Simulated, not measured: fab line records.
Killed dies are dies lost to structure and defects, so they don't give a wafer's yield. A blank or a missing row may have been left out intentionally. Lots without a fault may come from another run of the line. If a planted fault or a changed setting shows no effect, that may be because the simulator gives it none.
Chamber matching + flow nand harc + 4 sister chambers for NHARC_A_M0_ETCH_34 on rie diel-07
The step etches the open film in N2/H2, target depth 40 nm, overetch 12 nm, time 43.94 s. 22 wafers are shown with their chamber, then 11 later ones without.

== WAFERS WITH THEIR CHAMBER ==
| wafer  | chamber | drypump motor current A (A) | rf vpp V (V) | oes product au (a.u.) |
|--------|---------|-----------------------------|--------------|-----------------------|
| L074.1 | 0       | 5.68                        | 426.7        | 0.989                 |
| L074.2 | 1       | 5.32                        | 431.2        | 0.985                 |
| L074.5 | 0       | 5.66                        | 427.2        | 0.994                 |
| L075.1 | 1       | 5.29                        | 432.3        | 0.986                 |
| L075.3 | 2       | 5.69                        | 432.0        | 0.992                 |
| L075.6 | 2       | 5.69                        | 431.5        | 0.992                 |
| L075.2 | 3       | 5.87                        | 427.1        | 1.001                 |
| L075.4 | 0       | 5.69                        | 426.8        | 1.010                 |
| L075.5 | 1       | 5.34                        | 433.0        | 0.983                 |
| L076.2 | 1       | 5.33                        | 431.6        | 0.987                 |
| L076.4 | 3       | 5.84                        | 425.1        | 0.999                 |
| L076.5 | 2       | 5.67                        | 429.5        | 0.990                 |
| L078.1 | 3       | 5.87                        | 427.0        | 0.993                 |
| L078.2 | 0       | 5.67                        | 426.9        | 1.006                 |
| L078.5 | 0       | 5.67                        | 426.9        | 1.001                 |
| L083.1 | 1       | 5.30                        | 431.8        | 1.001                 |
| L083.2 | 2       | 5.70                        | 431.0        | 0.984                 |
| L083.3 | 3       | 5.86                        | 425.6        | 1.002                 |
| L083.4 | 0       | 5.67                        | 425.6        | 1.009                 |
| L083.5 | 0       | 5.68                        | 427.4        | 0.998                 |
| L083.6 | 3       | 5.88                        | 425.8        | 1.003                 |
| L090.2 | 3       | 5.84                        | 426.7        | 0.992                 |

SIGNATURES (means of the wafers above)
| reading                 | chamber 0 | chamber 1 | chamber 2 | chamber 3 | scatter within a chamber |
|-------------------------|-----------|-----------|-----------|-----------|--------------------------|
| drypump motor current A | 5.6743    | 5.3160    | 5.6875    | 5.8600    | 0.0152                   |
| rf vpp V                | 426.786   | 431.980   | 431.000   | 426.217   | 0.776                    |
| oes product au          | 1.00100   | 0.98840   | 0.98950   | 0.99833   | 0.00638                  |
Rule: a wafer's distance from a chamber is the root of the sum, over the readings, of the square of ((its reading less the chamber's mean) divided by the reading's scatter). The wafer belongs to the nearest chamber; if the next one is less than 2 further off, it can't be placed. The scatter: take each reading less its chamber's mean, square it, sum over the shown wafers, divide by the number of wafers less the number of chambers, and take the root.

== WAFERS WITH NO CHAMBER GIVEN ==
| wafer  | drypump motor current A (A) | rf vpp V (V) | oes product au (a.u.) |
|--------|-----------------------------|--------------|-----------------------|
| L090.3 | 5.68                        | 431.7        | 0.986                 |
| L090.5 | 5.84                        | 426.8        | 0.986                 |
| L089.2 | 5.70                        | 431.6        | 0.989                 |
| L089.3 | 5.28                        | 430.7        | 0.989                 |
| L089.5 | 5.69                        | 431.7        | 0.982                 |
| L093.1 | 5.67                        | 432.1        | 0.972                 |
| L093.2 | 5.67                        | 427.6        | 0.992                 |
| L093.3 | 5.87                        | 425.1        | 0.983                 |
| L094.2 | 5.68                        | 424.8        | 0.997                 |
| L094.4 | 5.68                        | 426.6        | 0.998                 |
| L094.5 | 5.82                        | 425.5        | 0.989                 |

== WHICH CHAMBER EACH ONE RAN IN ==
| wafer  | from the rows above | in truth |
|--------|---------------------|----------|
| L090.3 | 2                   | 2        |
| L090.5 | 3                   | 3        |
| L089.2 | 2                   | 2        |
| L089.3 | 1                   | 1        |
| L089.5 | 2                   | 2        |
| L093.1 | 2                   | 2        |
| L093.2 | 0                   | 0        |
| L093.3 | 3                   | 3        |
| L094.2 | 0                   | 0        |
| L094.4 | 0                   | 0        |
| L094.5 | 3                   | 3        |
Placed correctly: 11 of 11. Not placeable from these rows: 0. 0 placed wrongly.
